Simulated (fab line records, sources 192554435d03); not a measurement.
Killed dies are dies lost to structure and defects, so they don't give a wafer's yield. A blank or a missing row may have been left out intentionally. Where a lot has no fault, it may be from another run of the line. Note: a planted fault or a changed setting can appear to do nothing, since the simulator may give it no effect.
fab line records	flow n5Finfet
[record] lots = 10	wafers = 30	lastDay = 19
route steps=1938 shown BEOL_M15@1813 PASS1_DEP@1831 MIM_TOP_LITHO@1849 PASSIVATION@1936
lots with no fault: from the same line, run without faults
startH: hours from the record's opening day to when the first of the lot's shown wafers began	waitH: hours elapsed since this lot's preceding step	" unchanged from the row above	L1.1+2: several wafers, shown together as one row	- no value, or no start given	* or withheld: withheld	< > ~ a bound
route shown NAME@n: NAME is a module with steps in the file, n the number in the route of the first one	usual: mean/standard deviation of fault-free wafers	same: alike in all rows	chamber/n: place in a boat	sites: per-site readings	_std_site: the standard deviation of these	_edge_site: the outer-site mean with the inner-site mean subtracted	radiusMm: how far each site lies from the wafer's centre	mask NAME#n: copy n	behind: the tool/chamber that last shaped the wafer	hold: what put the lot on hold/how long, in hours/how the hold closed	device: the transistor (n, p or np) that didn't switch	end of line: the tests these same wafers got at the end of their route	step lacking rows: just its recipe	killed: at the first sort, the dies lost to defects and structure; wafer yield is something else	map: dies across one wafer; x = killed, . = not, _ = none there
set.NAME: setting as actually run; set.NAME@STEP: the setting as run at that earlier step	model.NAME: the simulator's own value behind a step, which no gauge read
steps of the route over a sample of lots; a table a step, a row a wafer
services: a tool's chamber out of use, with start hour (startH, from the record's first day; less than 0 if before it), hours out, and reason
[[steps]]
[step N5_BEOL_M15_STRIP_37]
[recipe] chemistry = O2	powerW = 600	tempC = 60	pressureMtorr = 30	rfFrequencyHz = 6e+07	biasPowerW = 0	overashFraction = 0.3	o2FlowSccm = 225
[usual] drypumpMotorCurrentA = 5.5/0.38	oesProductAu = 0.79/0.078	rfVppV = 3.7/0.65	showerheadPlenumPTorr = 2.09/0.054	throttleValvePct = 16.67/0.2
lot.wafer	tool	chamber	startH	waitH	drypumpMotorCurrentA	oesProductAu	rfHoursCounterH	rfVppV	showerheadPlenumPTorr	throttleValvePct
L997.2	rieDiel-03	0	-	-	6.2	0.88	29	3.6	2.05	16.36
L997.3	"	2	"	"	5.8	0.69	206	3.9	2.16	16.49
L997.5	"	3	"	"	5.4	0.73	-	2.9	2.08	16.92
L100.2	rieDiel-05	1	-	-	5.0	0.83	91	4.1	2.03	16.48
L100.5	"	1	"	"	4.9	0.83	-	3.2	2.03	16.47
L100.6	"	3	"	"	5.4	0.74	-	3.1	2.09	16.48
L101.2	rieDiel-06	3	-	-	5.1	0.92	31	3.2	2.05	16.62
L101.3	"	1	"	"	5.7	0.88	38	3.3	2.22	16.47
L101.6	"	3	"	"	5.2	0.91	-	3.4	2.05	16.62
L102.3	rieDiel-06	1	-	-	5.7	0.87	44	3.8	2.22	16.51
L102.5	"	0	"	"	5.4	0.70	-	2.9	2.07	16.99
L102.6	"	1	"	"	5.7	0.86	-	5.3	2.22	16.51
L107.4	rieDiel-06	2	-	-	5.8	0.75	-	2.5	2.10	16.85
L107.5	"	1	"	"	5.7	0.86	-	4.0	2.22	16.52
L107.6	"	3	"	"	5.1	0.89	-	3.2	2.05	16.65
L114.1	rieDiel-05	1	-	-	4.9	0.80	116	3.7	2.02	16.53
L114.3	"	0	"	"	4.9	0.93	9	4.2	2.06	16.57
L114.6	"	1	"	"	4.9	0.81	-	3.0	2.02	16.52
L112.1	rieDiel-05	3	-	-	5.4	0.71	184	3.6	2.08	16.55
L112.3	"	2	"	"	5.8	0.76	153	3.7	2.08	17.00
L112.6	"	3	"	"	5.4	0.71	-	4.1	2.08	16.53
L115.1	rieDiel-03	1	-	-	5.1	0.76	143	3.7	2.10	16.57
L115.2	"	0	"	"	6.2	0.82	69	2.8	2.04	16.47
L115.3	"	3	"	"	5.4	0.71	208	3.2	2.06	17.00
L118.1	rieDiel-05	2	-	-	5.8	0.76	160	3.2	2.08	17.02
L118.3	"	3	"	"	5.4	0.70	190	3.1	2.08	16.54
L118.6	"	2	"	"	5.8	0.75	-	4.7	2.08	17.01
L117.4	rieDiel-05	2	-	-	5.8	0.75	164	4.4	2.08	17.02
L117.5	"	2	"	"	5.8	0.76	-	3.5	2.08	17.01
L117.6	"	3	"	"	5.4	0.71	-	4.2	2.08	16.56
[step N5_BEOL_M15_ANNEAL_48]
[recipe] tempC = 225	timeS = 90	ambient = N2
[usual] wafer_temp_C_max = 226.4/0.39
lot.wafer	tool	chamber	startH	waitH	wafer_temp_C_max
L997.2	rtpAnneal-02	0	259.22	1.0	226.4
L997.3	"	0	"	"	227.0
L997.5	"	0	"	"	226.6
L100.2	rtpAnneal-01	0	299.89	1.0	226.0
L100.5	"	0	"	"	225.9
L100.6	"	0	"	"	225.7
L101.2	rtpAnneal-02	0	304.58	0.4	227.0
L101.3	"	0	"	"	227.6
L101.6	"	0	"	"	226.3
L102.3	rtpAnneal-02	0	324.57	1.0	226.5
L102.5	"	0	"	"	226.8
L102.6	"	0	"	"	226.9
L107.4	rtpAnneal-02	0	342.98	0.2	227.1
L107.5	"	0	"	"	227.2
L107.6	"	0	"	"	226.4
L114.1	rtpAnneal-02	0	370.60	0.2	226.6
L114.3	"	0	"	"	226.3
L114.6	"	0	"	"	226.5
L112.1	rtpAnneal-01	0	373.48	0.9	225.9
L112.3	"	0	"	"	226.0
L112.6	"	0	"	"	226.1
L115.1	rtpAnneal-01	0	393.89	0.2	226.6
L115.2	"	0	"	"	225.9
L115.3	"	0	"	"	226.1
L118.1	rtpAnneal-01	0	410.76	0.5	226.2
L118.3	"	0	"	"	226.2
L118.6	"	0	"	"	226.0
L117.4	rtpAnneal-02	0	424.94	0.4	226.4
L117.5	"	0	"	"	226.7
L117.6	"	0	"	"	226.0
[step N5_BEOL_M15_DEP_53]
[recipe] material = SiCN	targetThkA = 500	tempC = withheld	precursor = 3MS/NH3	pressureTorr = 3	rfW = 675	timeS = 17.8
[usual] rfFwdPowerW = 667.2/2.6	showerheadPlenumPTorr = 4.156/0.013	throttleValvePct = 18.3/0.85
lot.wafer	tool	chamber	startH	waitH	rfFwdPowerW	showerheadPlenumPTorr	throttleValvePct
L997.2	pecvd-01	2	259.83	0.0	669.2	4.158	18.0
L997.3	"	1	"	"	666.2	4.149	18.5
L997.5	"	2	"	"	670.2	4.149	18.0
L100.2	pecvd-03	0	300.51	0.0	667.3	4.139	20.2
L100.5	"	0	"	"	670.1	4.144	20.1
L100.6	"	2	"	"	666.2	4.150	17.6
L101.2	pecvd-04	2	305.18	0.0	666.2	4.142	18.0
L101.3	"	0	"	"	668.5	4.179	18.0
L101.6	"	1	"	"	664.9	4.187	18.6
L102.3	pecvd-01	0	325.14	0.0	670.8	4.147	17.2
L102.5	"	0	"	"	671.7	4.122	17.0
L102.6	"	1	"	"	664.4	4.169	18.7
L107.4	pecvd-01	0	343.51	0.0	662.7	4.130	16.9
L107.5	"	1	"	"	666.0	4.158	18.5
L107.6	"	2	"	"	664.9	4.161	18.3
L114.1	pecvd-03	1	371.27	0.0	668.5	4.164	18.7
L114.3	"	0	"	"	666.1	4.145	20.0
L114.6	"	0	"	"	667.9	4.145	20.2
L112.1	pecvd-01	0	374.15	0.0	667.7	4.144	17.0
L112.3	"	1	"	"	667.5	4.160	18.9
L112.6	"	2	"	"	667.8	4.148	18.2
L115.1	pecvd-03	1	394.55	0.0	667.9	4.159	18.9
L115.2	"	0	"	"	669.8	4.142	19.9
L115.3	"	2	"	"	668.9	4.164	17.7
L118.1	pecvd-04	2	411.42	0.0	668.2	4.158	17.9
L118.3	"	0	"	"	670.4	4.179	17.9
L118.6	"	2	"	"	663.5	4.158	18.2
L117.4	pecvd-03	1	425.48	0.0	667.4	4.168	18.6
L117.5	"	2	"	"	673.8	4.158	17.4
L117.6	"	0	"	"	666.3	4.136	20.1
[step N5_BEOL_M15_INSPECT_55]
[recipe] inspectInstrument = darkfield	mode = postDep
[usual] rawDefectCount = 74/26
lot.wafer	tool	chamber	startH	waitH	rawDefectCount
L997.2	defectInspect-02	-	259.92	0.0	111
L997.3	"	-	"	"	80
L997.5	"	-	"	"	187
L100.2	defectInspect-01	-	300.60	0.0	63
L100.5	"	-	"	"	94
L100.6	"	-	"	"	75
L101.2	defectInspect-02	-	305.28	0.0	105
L101.3	"	-	"	"	98
L101.6	"	-	"	"	81
L102.3	defectInspect-01	-	325.23	0.0	61
L102.5	"	-	"	"	64
L102.6	"	-	"	"	52
L107.4	defectInspect-02	-	343.59	0.0	84
L107.5	"	-	"	"	67
L107.6	"	-	"	"	99
L114.1	defectInspect-02	-	371.36	0.0	63
L114.3	"	-	"	"	84
L114.6	"	-	"	"	72
L112.1	defectInspect-02	-	374.24	0.0	80
L112.3	"	-	"	"	91
L112.6	"	-	"	"	1020
L115.1	defectInspect-02	-	394.64	0.0	61
L115.2	"	-	"	"	63
L115.3	"	-	"	"	73
L118.1	defectInspect-01	-	411.53	0.0	68
L118.3	"	-	"	"	55
L118.6	"	-	"	"	30
L117.4	defectInspect-02	-	425.56	0.0	82
L117.5	"	-	"	"	81
L117.6	"	-	"	"	71
[step N5_PASSIVATION_PECVD_00]
[recipe] material = SiO2	targetThkA = 2000	tempC = 400	precursor = SiH4/N2O	pressureTorr = 2.7	rfW = 608	timeS = 11.2
[usual] heaterPowerW = 588/93	rfFwdPowerW = 600.7/2.5	showerheadPlenumPTorr = 8.13/0.097	throttleValvePct = 51.5/1.7
lot.wafer	tool	chamber	startH	waitH	heaterPowerW	rfFwdPowerW	showerheadPlenumPTorr	throttleValvePct
L997.2	pecvd-04	2	260.91	0.7	677	602.5	8.11	50.4
L997.3	"	0	"	"	830	602.3	8.28	51.6
L997.5	"	2	"	"	668	599.9	8.12	50.6
L100.2	pecvd-04	0	301.59	0.7	824	599.0	8.24	51.8
L100.5	"	0	"	"	835	600.7	8.27	51.7
L100.6	"	2	"	"	635	600.7	8.14	51.0
L101.2	pecvd-02	2	306.27	0.7	478	602.3	7.92	49.7
L101.3	"	0	"	"	495	604.7	8.20	49.9
L101.6	"	0	"	"	511	601.8	8.22	50.0
L102.3	pecvd-02	2	326.22	0.5	482	597.8	7.91	49.8
L102.5	"	1	"	"	569	596.9	8.14	53.8
L102.6	"	2	"	"	481	600.1	7.90	49.9
L107.4	pecvd-01	0	344.59	0.4	622	602.2	8.05	48.5
L107.5	"	2	"	"	562	603.9	8.13	51.9
L107.6	"	1	"	"	554	601.9	8.16	52.9
L114.1	pecvd-02	1	372.59	0.8	602	598.8	8.14	53.8
L114.3	"	0	"	"	560	608.3	8.20	50.3
L114.6	"	0	"	"	575	606.1	8.23	50.5
L112.1	pecvd-04	1	375.23	0.8	624	600.6	8.26	53.7
L112.3	"	2	"	"	676	598.8	8.14	51.2
L112.6	"	1	"	"	634	602.3	8.26	53.5
L115.1	pecvd-02	0	395.63	0.8	589	601.6	8.22	50.6
L115.2	"	1	"	"	680	594.1	8.12	53.9
L115.3	"	0	"	"	587	602.3	8.19	50.7
L118.1	pecvd-04	2	412.52	0.8	695	600.7	8.13	51.5
L118.3	"	2	"	"	733	599.9	8.12	51.4
L118.6	"	2	"	"	728	600.3	8.15	51.6
L117.4	pecvd-02	0	427.52	0.4	509	600.3	8.20	50.5
L117.5	"	1	"	"	667	593.6	8.13	54.1
L117.6	"	0	"	"	533	598.9	8.22	50.7
[step N5_MIM_TOP_LITHO_INSPECT_12]
[recipe] mode = adi	inspectInstrument = macro
[usual] rawDefectCount = 2.1/1.3
lot.wafer	tool	chamber	startH	waitH	rawDefectCount
L997.2	defectInspect-02	-	264.57	0.0	4
L997.3	"	-	"	"	3
L997.5	"	-	"	"	1
L100.2	defectInspect-02	-	304.73	0.0	1
L100.5	"	-	"	"	1
L100.6	"	-	"	"	2
L101.2	defectInspect-02	-	308.19	0.0	2
L101.3	"	-	"	"	2
L101.6	"	-	"	"	1
L102.3	defectInspect-01	-	329.39	0.0	1
L102.5	"	-	"	"	4
L102.6	"	-	"	"	3
L107.4	defectInspect-01	-	348.16	0.0	1
L107.5	"	-	"	"	4
L107.6	"	-	"	"	4
L114.1	defectInspect-01	-	377.13	0.0	2
L114.3	"	-	"	"	2
L114.6	"	-	"	"	3
L112.1	defectInspect-01	-	378.16	0.0	5
L112.3	"	-	"	"	1
L112.6	"	-	"	"	>300
L115.1	defectInspect-01	-	397.54	0.0	2
L115.2	"	-	"	"	2
L115.3	"	-	"	"	3
L118.1	defectInspect-02	-	416.51	0.0	3
L118.3	"	-	"	"	3
L118.6	"	-	"	"	4
L117.4	defectInspect-01	-	431.75	0.0	0
L117.5	"	-	"	"	1
L117.6	"	-	"	"	3
[step N5_PASSIVATION_PROBE_49]
[usual] defectLimitedYield = 91.2/1.4	killed_at_M0_to_M3 = 34/10	killed_at_M4_up = 13/5.1	killedAtContacts = 12/6.5	killedAtFrontEnd = 41/11	killedAtOther = 4/3.3	killedDies = 104/16	killedOnRim = 14/3.9	killedOpen = 69/13	killedShort = 33/7	sort_bin_5_function = 5.1/0.91	sort_bin_6_memory = 3.3/0.69	sortNPass = 1076/16	sortYieldPct = 91.2/1.4
[same] grossDies = 1180	killedAtBackSide = 0	sort_bin_4_leakage[%] = 0	sort_bin_8_speed[%] = 0
lot.wafer	tool	chamber	startH	waitH	defectLimitedYield[%]	killed_at_M0_to_M3	killed_at_M4_up	killedAtContacts	killedAtFrontEnd	killedAtOther	killedDies	killedOnRim	killedOpen	killedShort	sort_bin_5_function[%]	sort_bin_6_memory[%]	sortNPass	sortYieldPct[%]
L100.2	prober-01	-	315.75	0.1	89.7	37	6	10	65	3	121	20	78	37	5.4	4.3	1059	89.7
L100.5	prober-01	-	315.90	0.2	91.0	38	11	13	38	6	106	17	60	35	5.1	3.0	1074	91.0
L100.6	prober-01	-	315.95	0.3	89.0	47	18	14	50	1	130	20	88	39	7.4	3.3	1050	89.0
L101.2	prober-01	-	319.90	0.1	89.6	45	19	19	35	5	123	21	94	28	6.5	3.6	1057	89.6
L101.3	prober-01	-	319.95	0.1	90.2	50	18	15	27	6	116	10	83	33	4.7	4.5	1064	90.2
L101.6	prober-01	-	320.10	0.3	90.8	35	20	8	45	1	109	17	79	26	5.2	3.9	1071	90.8
L102.3	prober-01	-	339.63	0.1	90.5	43	11	6	47	5	112	15	71	41	5.5	3.9	1068	90.5
L102.5	prober-01	-	339.73	0.2	91.2	33	26	9	31	5	104	11	75	29	5.5	3.1	1076	91.2
L102.6	prober-01	-	339.78	0.3	89.6	59	18	6	38	2	123	20	84	38	5.5	4.2	1057	89.6
L107.4	prober-01	-	358.11	0.2	90.9	27	14	8	51	7	107	13	78	29	5.2	3.8	1073	90.9
L107.5	prober-01	-	358.16	0.2	93.4	23	12	6	36	1	78	13	38	35	3.5	2.5	1102	93.4
L107.6	prober-01	-	358.21	0.3	92.3	27	9	16	31	8	91	9	62	29	5.0	2.5	1089	92.3
L114.1	prober-01	-	386.73	0.0	92.5	18	6	5	58	1	88	9	58	30	4.2	2.8	1092	92.5
L114.3	prober-01	-	386.83	0.1	91.9	20	10	7	56	2	95	17	66	29	3.7	4.0	1085	91.9
L114.6	prober-01	-	386.98	0.3	92.4	20	12	3	54	1	90	2	54	36	3.8	3.3	1090	92.4
L112.1	prober-02	-	388.21	0.0	91.0	24	14	15	52	1	106	15	77	29	5.3	3.4	1074	91.0
L112.3	prober-02	-	388.31	0.1	90.6	43	11	6	41	10	111	13	81	29	5.8	3.2	1069	90.6
L112.6	prober-02	-	388.46	0.3	84.2	38	89	15	38	6	186	36	79	27	8.8	3.8	994	84.2
L117.4	prober-01	-	446.91	0.2	89.1	31	10	21	62	5	129	18	87	42	7.1	3.6	1051	89.1
L117.5	prober-01	-	446.96	0.2	90.8	23	17	25	36	7	108	12	71	37	6.3	2.7	1072	90.8
L117.6	prober-01	-	447.01	0.3	88.6	45	16	9	39	26	135	15	84	51	5.6	5.3	1045	88.6
// killed by level:class
L100.2 STI_FIN_REVEAL:geometricParticle:open=29 BEOL_M0_SAQP:geometricParticle:short=15 BEOL_M0_SAQP:geometricParticle:open=11 MOL_CONTACT_COAG:geometricParticle:open=8 FIN_SAQP:geometricParticle:short=7 DUMMY_GATE:geometricParticle:open=5 BEOL_M3:geometricParticle:open=5 FIN_SAQP:geometricParticle:open=4
L100.5 STI_FIN_REVEAL:geometricParticle:open=11 MOL_CONTACT_COAG:geometricParticle:open=11 BEOL_M3:geometricParticle:open=10 BEOL_M0_SAQP:geometricParticle:short=8 BEOL_M0_SAQP:geometricParticle:open=8 HKMG_FIN:areaEtch=7 DUMMY_GATE:geometricParticle:open=5 BEOL_M1:geometricParticle:short=4
L100.6 STI_FIN_REVEAL:geometricParticle:open=19 BEOL_M0_SAQP:geometricParticle:open=15 MOL_CONTACT_COAG:geometricParticle:open=10 BEOL_M3:geometricParticle:open=10 BEOL_M0_SAQP:geometricParticle:short=7 BEOL_M1:geometricParticle:open=7 BEOL_M4:geometricParticle:open=7 FIN_SAQP:geometricParticle:short=6
L101.2 BEOL_M2:geometricParticle:open=19 MOL_CONTACT_COAG:geometricParticle:open=17 FIN_SAQP:geometricParticle:open=12 FIN_SAQP:geometricParticle:short=7 BEOL_M0_SAQP:geometricParticle:open=7 BEOL_M1:geometricParticle:open=7 BEOL_M4:geometricParticle:open=7 BEOL_M0_SAQP:geometricParticle:short=6
L101.3 MOL_CONTACT_COAG:geometricParticle:open=13 BEOL_M1:geometricParticle:open=12 BEOL_M3:geometricParticle:open=10 FIN_SAQP:geometricParticle:short=9 BEOL_M2:geometricParticle:open=9 BEOL_M0_SAQP:geometricParticle:short=8 BEOL_M4:geometricParticle:open=8 BEOL_M0_SAQP:geometricParticle:open=7
L101.6 FIN_SAQP:geometricParticle:open=21 BEOL_M3:geometricParticle:open=13 FIN_SAQP:geometricParticle:short=7 MOL_CONTACT_COAG:geometricParticle:open=7 BEOL_M2:geometricParticle:open=7 BEOL_M1:geometricParticle:open=6 BEOL_M0_SAQP:geometricParticle:open=4 STARTING-WAFER:geometricParticle:short=4
L102.3 STI_FIN_REVEAL:geometricParticle:open=15 BEOL_M0_SAQP:geometricParticle:open=13 BEOL_M1:geometricParticle:open=7 FIN_SAQP:geometricParticle:open=6 FIN_SAQP:geometricParticle:short=6 BEOL_M0_SAQP:geometricParticle:short=6 BEOL_M2:geometricParticle:open=6 STI_FIN_REVEAL:geometricParticle:short=5
L102.5 BEOL_M4:geometricParticle:open=17 BEOL_M1:geometricParticle:open=11 FIN_SAQP:geometricParticle:open=9 BEOL_M0_SAQP:geometricParticle:open=8 FIN_SAQP:geometricParticle:short=6 STI_FIN_REVEAL:geometricParticle:open=6 MOL_CONTACT_COAG:geometricParticle:open=6 BEOL_M2:geometricParticle:open=6
L102.6 BEOL_M1:geometricParticle:open=19 BEOL_M0_SAQP:geometricParticle:short=14 STI_FIN_REVEAL:geometricParticle:open=12 BEOL_M0_SAQP:geometricParticle:open=10 BEOL_M2:geometricParticle:open=10 BEOL_M4:geometricParticle:open=7 FIN_SAQP:geometricParticle:short=6 MOL_CONTACT_COAG:geometricParticle:open=6
L107.4 FIN_SAQP:geometricParticle:open=15 STI_FIN_REVEAL:geometricParticle:open=10 MOL_CONTACT_COAG:geometricParticle:open=6 BEOL_M0_SAQP:geometricParticle:open=6 BEOL_M0_SAQP:geometricParticle:short=6 FIN_SAQP:geometricParticle:short=5 BEOL_M1:geometricParticle:open=5 BEOL_M4:geometricParticle:open=5
L107.5 STI_FIN_REVEAL:geometricParticle:open=11 BEOL_M0_SAQP:geometricParticle:short=8 MOL_CONTACT_COAG:geometricParticle:short=4 BEOL_M3:geometricParticle:open=4 STARTING-WAFER:geometricParticle:short=4 BEOL_M5:geometricParticle:short=4 FIN_SAQP:geometricParticle:open=3 STI_FIN_REVEAL:geometricParticle:short=3
L107.6 MOL_CONTACT_COAG:geometricParticle:open=13 FIN_SAQP:geometricParticle:open=9 BEOL_M0_SAQP:geometricParticle:short=7 BEOL_M3:geometricParticle:open=7 STI_FIN_REVEAL:geometricParticle:open=6 BEOL_M0_SAQP:geometricParticle:open=5 BEOL_M2:geometricParticle:open=4 BEOL_M4:geometricParticle:open=4
L114.1 STI_FIN_REVEAL:geometricParticle:open=19 FIN_SAQP:geometricParticle:short=9 FIN_SAQP:geometricParticle:open=8 STI_FIN_REVEAL:geometricParticle:short=8 MOL_CONTACT_COAG:geometricParticle:open=5 STARTING-WAFER:geometricParticle:open=5 DUMMY_GATE:geometricParticle:open=4 BEOL_M0_SAQP:geometricParticle:short=4
L114.3 FIN_SAQP:geometricParticle:open=16 STI_FIN_REVEAL:geometricParticle:open=11 FIN_SAQP:geometricParticle:short=10 MOL_CONTACT_COAG:geometricParticle:open=7 BEOL_M2:geometricParticle:open=6 DUMMY_GATE:geometricParticle:open=5 BEOL_M3:geometricParticle:open=4 STARTING-WAFER:geometricParticle:short=4
L114.6 FIN_SAQP:geometricParticle:short=14 BEOL_M2:geometricParticle:open=10 FIN_SAQP:geometricParticle:open=9 STI_FIN_REVEAL:geometricParticle:open=9 BEOL_M5:geometricParticle:open=7 STI_FIN_REVEAL:geometricParticle:short=5 DUMMY_GATE:geometricParticle:open=4 GATE_CUT:geometricParticle:open=4
L112.1 STI_FIN_REVEAL:geometricParticle:open=31 MOL_CONTACT_COAG:geometricParticle:open=11 BEOL_M4:geometricParticle:open=8 BEOL_M0_SAQP:geometricParticle:short=7 BEOL_M2:geometricParticle:open=7 FIN_SAQP:geometricParticle:short=6 MOL_CONTACT_COAG:geometricParticle:short=4 DUMMY_GATE:geometricParticle:open=3
L112.3 STI_FIN_REVEAL:geometricParticle:open=16 DUMMY_GATE:geometricParticle:open=9 BEOL_M2:geometricParticle:open=9 BEOL_M0_SAQP:geometricParticle:short=7 BEOL_M1:geometricParticle:open=7 BEOL_M4:geometricParticle:open=7 MOL_CONTACT_COAG:geometricParticle:open=6 BEOL_M3:geometricParticle:open=5
L112.6 BEOL_M15:unspecified=72 BEOL_M0_SAQP:geometricParticle:open=16 MOL_CONTACT_COAG:geometricParticle:open=14 STI_FIN_REVEAL:geometricParticle:open=10 BEOL_M0_SAQP:geometricParticle:short=10 HKMG_FIN:areaEtch=8 BEOL_M4:geometricParticle:open=7 DUMMY_GATE:geometricParticle:open=6
L117.4 STI_FIN_REVEAL:geometricParticle:open=20 FIN_SAQP:geometricParticle:open=16 MOL_CONTACT_COAG:geometricParticle:open=16 BEOL_M3:geometricParticle:open=7 BEOL_M2:geometricParticle:short=6 FIN_SAQP:geometricParticle:short=5 MOL_CONTACT_COAG:geometricParticle:short=5 BEOL_M0:geometricParticle:open=5
L117.5 MOL_CONTACT_COAG:geometricParticle:open=16 FIN_SAQP:geometricParticle:open=10 MOL_CONTACT_COAG:geometricParticle:short=9 FIN_SAQP:geometricParticle:short=8 BEOL_M5:geometricParticle:open=6 BEOL_M4:geometricParticle:open=5 STI_FIN_REVEAL:geometricParticle:open=4 BEOL_M1:geometricParticle:open=4
L117.6 FIN_SAQP:geometricParticle:open=12 BEOL_M3:geometricParticle:open=11 BEOL_M1:geometricParticle:open=8 FIN_SAQP:geometricParticle:short=7 BEOL_M0_SAQP:geometricParticle:open=7 MOL_CONTACT_COAG:geometricParticle:open=7 MIM_TOP:geometricParticle:open=7 MIM_TOP:geometricParticle:short=6
[[services]]
tool	chamber	startH	hours	kind
rieDiel-06	0	235.18	4.9	repair
pecvd-03	-	258.24	0.9	repair
rieDiel-03	0	268.47	1.5	repair
rieDiel-05	0	280.12	21.8	repair
pecvd-03	2	284.98	11.5	repair
pecvd-04	-	288.27	0.8	pm
pecvd-02	-	307.65	14.6	pm
pecvd-01	-	308.01	1.3	repair
pecvd-04	0	319.67	12.2	repair
rieDiel-06	2	329.05	5.4	repair
pecvd-01	-	330.68	2.8	pm
pecvd-04	0	354.25	5.5	scheduledDown
rieDiel-05	2	354.62	15.6	repair
pecvd-04	2	378.72	11.0	repair
pecvd-04	1	382.65	2.1	scheduledDown
rieDiel-03	2	386.88	6.2	repair
pecvd-04	1	389.78	-	clean
rieDiel-05	3	389.90	4.8	repair
rieDiel-05	-	392.84	14.6	pm
rieDiel-06	0	395.14	6.6	repair
pecvd-02	0	404.24	21.3	repair
pecvd-03	-	413.12	0.5	repair
pecvd-02	2	425.93	6.0	repair
rieDiel-06	0	426.12	5.7	repair
[[key]]
[firstSign] step = N5_BEOL_M15_INSPECT_55	reading = rawDefectCount	direction = up	sigmas = 37	usual = 74	struck = 1020
[effect] step = N5_MIM_TOP_LITHO_INSPECT_12	reading = rawDefectCount	direction = up	sigmas = 99+	usual = 2.1	struck = >300
[effect] step = N5_PASSIVATION_PROBE_49	reading = killed_at_M4_up	direction = up	sigmas = 15	usual = 13	struck = 89
[moreKillsBornAt] N5_BEOL_M15_DEP_53@pecvd-01 = 72
metAt N5_BEOL_M15_DEP_53
struckLots L112
struckWafers L112.6
notActingAt N5_BEOL_M15_STRIP_37,N5_BEOL_M15_ANNEAL_48,N5_PASSIVATION_PECVD_00
onsetBetween 343.51 374.15
[fault] kind = chamberParticleSource	tool = pecvd-01	chamber = 2	onsetH = 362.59	steps = N5_BEOL_M15_DEP_53	ratePerVisitCm2 = 1.4057	endH = 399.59
